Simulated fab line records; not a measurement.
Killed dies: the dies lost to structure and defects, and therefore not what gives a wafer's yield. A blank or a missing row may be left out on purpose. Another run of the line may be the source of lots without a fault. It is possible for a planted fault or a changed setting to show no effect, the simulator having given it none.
A struck lot beside a sound one | flow nand harc | 15 steps out of a route of 1302
Sound: the wafers L154.2, L154.4, L154.5. Struck: wafer L166.5. (L166.4 of the same lot was not struck and is left out.) The cause comes at the end.
At each step with rows: each side's tool, then ch and its chambers, then its first start. Under that, the readings that differ: sound wafers | struck wafers | difference of the means | sigmas: that difference in standard deviations of wafers without a fault.
alike: a reading whose means differ by less than 2 such deviations, as well as words and numbers matching on both sides. not compared: withheld readings; readings where some wafer has no value; bounds like >300 that might hide an equal value; numbers whose values overlap and for which the record gives no deviation.
The two part at a step that has a row with sigmas, a row that says differs or no value, or rows on one side only. When numbers do not overlap yet have no deviation, they are printed without sigmas and do not part them. A reading that every wafer of one side lacks parts them only if that side has two wafers or more.

first, 3 steps without rows for these wafers: NHARC_A_CHANNEL_HOLE_D1_STRIP_41 (strips in N2/H2); NHARC_A_CHANNEL_HOLE_D1_STRIP_42 (strips in CF4/CHF3); NHARC_A_CHANNEL_HOLE_D1_STRIP_43 (strips in O2/COS).
NHARC_A_CHANNEL_HOLE_D1_ETCH_44: etches the open film in CF4/O2, target depth 140 nm, overetch 14 nm, time 77 s.
  sound on rie diel-09 ch 0,1, day 8 22:47; struck on rie diel-11 ch 1, day 13 12:33
  reading               | sound             | struck | difference | sigmas
  oes product au (a.u.) | 1.021 1.000 1.013 | 0.989  | -0.022     | -2
  alike: chamber pressure mTorr, drypump motor current A, rf vpp V, showerhead plenum p Torr, throttle valve pct
  not compared: rf hours counter h
NHARC_A_CHANNEL_HOLE_D1_STRIP_27: strips in O2.
  sound: rie diel-09 ch 0,1; struck: rie diel-11 ch 3
  alike: chamber pressure mTorr, drypump motor current A, oes product au, rf vpp V, showerhead plenum p Torr, throttle valve pct
  not compared: rf hours counter h
then, 2 steps without rows for these wafers: NHARC_A_CHANNEL_HOLE_D1_PRECLEAN_28 (cleans in SC1); NHARC_A_CHANNEL_HOLE_D1_SRD_29.
NHARC_A_CHANNEL_HOLE_D1_CD_MEAS_30:
  sound on cd sem-03 at day 8 23:42; struck on cd sem-02 at day 13 13:20
  alike: cd nm
NHARC_A_CHANNEL_HOLE_D1_XSEM_31:
  sound on xsem-02 ch 0, day 8 23:47; struck on xsem-02 ch 0, day 13 13:26
  alike: bot cd nm, bow nm, tilt deg
NHARC_A_CHANNEL_HOLE_D1_INSPECT_40:
  sound on defect inspect-02 at day 8 23:53; struck on defect inspect-02 at day 13 13:31
  alike: raw defect count
then, 2 steps without rows for these wafers: NHARC_A_CHANNEL_FILL_D1_PRECLEAN_00 (cleans in SC1); NHARC_A_CHANNEL_FILL_D1_SRD_01.
NHARC_A_CHANNEL_FILL_D1_ALD_02: deposits SiO2, target thk 6 nm, pulse time 10 s, ald cycles 60.
  sound on ald hk-02 ch 0,1, day 9 00:09; struck on ald hk-02 ch 3, day 13 13:43
  reading    | sound    | struck | difference | sigmas
  ald cycles | 60 60 60 | 48     | -12        |
  alike: heater power w, precursor pulse height rel
NHARC_A_CHANNEL_FILL_D1_ALD_03: deposits SiNx, target thk 6 nm, pulse time 60 s, ald cycles 58.
  sound: ald sin batch-02 ch 0; struck: ald sin batch-03 ch 0
  reading                    | sound             | struck | difference | sigmas
  precursor pulse height rel | 0.959 0.963 0.979 | 1.032  | +0.065     | +3
  not compared: ald cycles
then, 1 step without rows for these wafers: NHARC_END_SORT_01.

WHERE THEY PART
First at NHARC_A_CHANNEL_HOLE_D1_ETCH_44; last, within this record, at NHARC_A_CHANNEL_FILL_D1_ALD_03.

WHY: what the simulator had put in
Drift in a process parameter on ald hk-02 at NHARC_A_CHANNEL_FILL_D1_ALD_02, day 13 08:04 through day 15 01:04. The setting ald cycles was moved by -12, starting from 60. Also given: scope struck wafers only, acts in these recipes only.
